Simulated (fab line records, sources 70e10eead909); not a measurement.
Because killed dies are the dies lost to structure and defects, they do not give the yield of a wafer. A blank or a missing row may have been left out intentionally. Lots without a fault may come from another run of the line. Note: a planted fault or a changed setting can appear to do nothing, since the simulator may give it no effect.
Comparing a struck lot with a sound one :: flow nand-harc :: 18 out of 1302 route steps
Sound: these wafers, L238.1, L238.4, L238.5. Wafers L247.1, L247.3, L247.4 were the ones struck. At the end, the cause is stated.
Per side, at each step with rows, come the tool, then ch with its chambers, and then its first start. Under that, the readings that differ: sound wafers :: struck wafers :: difference of the means :: sigmas: that difference in standard deviations of wafers without a fault.
alike: a reading whose means differ by less than 2 such deviations, as well as words and numbers matching on both sides. not compared: withheld readings; readings where some wafer has no value; bounds like >300 that might hide an equal value; numbers whose values overlap and for which the record gives no deviation.
Wherever a step has rows on one side only, a row that says differs or no value, or a row with sigmas, the two part there. Numbers that don't overlap but have no deviation are shown without sigmas and don't part them. A reading that every wafer of one side lacks parts them only if that side has two wafers or more.

NHARC_P_M2_PRE_CLEAN_32: time 12 s.
  sound on pecvd-03 ch 1,2, day 6 11:44; struck on pecvd-04 ch 0,1, day 10 11:03
  alike: heater-power-w
  not compared: since-wet-clean-h
NHARC_P_M2_DEP_33: deposits SiCN, target thk 30 nm.
  sound on pecvd-03 ch 1,2, day 6 11:49; struck on pecvd-04 ch 0,1, day 10 11:10
  alike: heater-power-w
  not compared: since-wet-clean-h
NHARC_P_BONDPAD_DEP_00: deposits SiCN, target thk 250 nm.
  sound on pecvd-04 ch 0,1,2, day 6 12:17; struck on pecvd-03 ch 0,1,2, day 10 11:32
reading: heater-power-w (W)
sound: 466 457 481
struck: 599 867 647
difference: +236
sigmas: +2
  not compared: since-wet-clean-h
NHARC_P_BONDPAD_CMP_32: polishes SiCN, target thk 200 nm.
  sound on cmp-01 ch 0,1, day 6 12:40; struck on cmp-01 ch 1,2,3, day 10 11:56
  alike: motor-current-A, retaining-ring-pressure-frac
NHARC_P_BONDPAD_THK_MEAS_33: measures by ellipsometry.
  sound on film-metro-02 at day 6 12:53; struck on film-metro-01 at day 10 12:11
  alike: thk-nm
then, 7 steps without rows for these wafers: NHARC_P_BONDPAD_SRD_34; NHARC_P_BONDPAD_DEHYDRATE_01 (time 120 s); NHARC_P_BONDPAD_HMDS_02 (time 30 s); NHARC_P_BONDPAD_COAT_36 (time 65 s); NHARC_P_BONDPAD_COAT_03 (resist thk 600 nm); NHARC_P_BONDPAD_SOFTBAKE_04 (time 70 s); NHARC_P_BONDPAD_EBR_05.
NHARC_P_BONDPAD_EXPOSE_06: exposes mask P BPAD.
  sound on krf-scanner-01 ch 0, day 6 13:18; struck on krf-scanner-01 ch 0, day 10 12:36
reading: exposure-dose-mJ-cm2
sound: 37.08 37.03 37.04
struck: 32.53 32.47 32.47
difference: -4.56
sigmas: -99 or more
  alike: mask
then, 2 steps without rows for these wafers: NHARC_P_BONDPAD_PEB_07 (peb time 80 s); NHARC_P_BONDPAD_DEVELOP_08 (time 50 s).
NHARC_P_BONDPAD_CD_MEAS_09: target cd 500 nm.
  sound on cd-sem-02 ch 0, day 6 13:27; struck on cd-sem-02 ch 0, day 10 12:45
reading: cd-nm (nm)
sound: 499.6 500.7 500.6
struck: 494.9 493.1 493.9
difference: -6.3
sigmas: -4
NHARC_P_BONDPAD_OVL_MEAS_38:
  sound on overlay-02 at day 6 13:32; struck on overlay-02 at day 10 12:50
  alike: overlay-x-nm, overlay-y-nm
after that, 1 step had no rows for these wafers: NHARC_END_SORT_01.

== WHERE THEY PART ==
Earliest at NHARC_P_BONDPAD_DEP_00; latest, in this record, at NHARC_P_BONDPAD_CD_MEAS_09. Later steps at which nothing parts them and some readings are alike: NHARC_P_BONDPAD_OVL_MEAS_38.

WHY: the cause the simulator had injected
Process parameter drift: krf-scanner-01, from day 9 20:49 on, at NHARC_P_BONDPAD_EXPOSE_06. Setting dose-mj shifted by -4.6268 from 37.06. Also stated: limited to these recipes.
